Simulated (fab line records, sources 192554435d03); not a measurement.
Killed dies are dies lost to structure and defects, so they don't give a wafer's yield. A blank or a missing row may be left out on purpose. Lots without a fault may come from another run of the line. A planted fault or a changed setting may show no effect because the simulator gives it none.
Split-lot experiment | flow n5_finfet | 7 lots, 21 wafers read, on a route of 1938 steps

THE SPLIT
At N5_MIM_BOT_LITHO_EXPOSE_05 (exposes mask MIM BOT), the setting dose_mj was moved away from the recipe's 24.25 on 11 of the 21 wafers read, by -6.9% to +6.7%. The other wafers ran this setting at the recipe's value.

FROM THE SPLIT TO THE READING: what the file shows between them, 3 steps
- N5_MIM_BOT_LITHO_PEB_06
- N5_MIM_BOT_LITHO_DEVELOP_07: develop time 60 s
- N5_MIM_BOT_LITHO_HARDBAKE_09: time 120 s

THE READING
cd_nm, in nm, at N5_MIM_BOT_LITHO_CD_MEAS_08 (target cd 3000 nm). Fault-free wafers of this fab line usually give 3000.0 nm, standard deviation 1.8 nm.

wafer  | tool, chamber at the split | dose_mj as run | against the recipe | cd_nm, nm | against lot-mates on the recipe
L075.1 | krf_scanner-01, 0          | 22.69          | -6.4%              | 2988.4    | no lot-mate on the recipe
L075.3 | krf_scanner-01, 0          | 22.69          | -6.4%              | 2987.5    | no lot-mate on the recipe
L075.6 | krf_scanner-01, 0          | 22.69          | -6.4%              | 2987.5    | no lot-mate on the recipe
L076.4 | krf_scanner-01, 0          | 24.25          | recipe             | 3003.2    | -
L076.5 | krf_scanner-01, 0          | 25.57          | +5.4%              | 3008.0    | +4.8
L076.6 | krf_scanner-01, 0          | 25.57          | +5.4%              | 3007.7    | +4.5
L084.1 | krf_scanner-02, 0          | 23.58          | -2.8%              | 2997.8    | no lot-mate on the recipe
L084.2 | krf_scanner-02, 0          | 23.58          | -2.8%              | 2996.9    | no lot-mate on the recipe
L084.3 | krf_scanner-02, 0          | 23.58          | -2.8%              | 2997.2    | no lot-mate on the recipe
L087.1 | krf_scanner-01, 0          | 25.88          | +6.7%              | 3010.4    | +8.4
L087.2 | krf_scanner-01, 0          | 25.88          | +6.7%              | 3014.4    | +12.4
L087.6 | krf_scanner-01, 0          | 24.25          | recipe             | 3002.0    | -
L090.1 | krf_scanner-01, 0          | 24.25          | recipe             | 2999.7    | -
L090.3 | krf_scanner-01, 0          | 24.25          | recipe             | 2998.5    | -
L090.6 | krf_scanner-01, 0          | 22.57          | -6.9%              | 2987.9    | -11.2
L092.2 | krf_scanner-01, 0          | 24.25          | recipe             | 3000.1    | -
L092.3 | krf_scanner-01, 0          | 24.25          | recipe             | 2999.6    | -
L092.6 | krf_scanner-01, 0          | 24.25          | recipe             | 2997.9    | -
L097.1 | krf_scanner-02, 0          | 24.25          | recipe             | 2998.2    | -
L097.5 | krf_scanner-02, 0          | 24.25          | recipe             | 2998.1    | -
L097.6 | krf_scanner-02, 0          | 24.25          | recipe             | 2998.5    | -

THE FIT
A straight line over all 21 wafers: cd_nm changes by +1.72 nm for each +1% of dose_mj; r = +0.97; the points scatter about the line by 1.8 nm.
The same after taking each lot's own level away (the mean of its wafers on the recipe; 15 wafers): +1.39 nm for each +1%; r = +0.96; scatter 1.6 nm.
On that fit, the largest move of dose_mj shifts the reading by 9.6 nm.
The lots' own levels span 2998.27 to 3003.20 nm, that is 2.7 times the standard deviation above.
So the lot-to-lot level changes the slope: the two fits differ.
Check: with one of the wafers moved furthest among these (-6.9%) left out of the fit, the line predicts -9 nm for it against its lot-mates. It came out at -11.2 nm against them.

THE FILE'S OWN FIT
cd_nm changes by +1.41 nm for each +1% of dose_mj, r = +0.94.
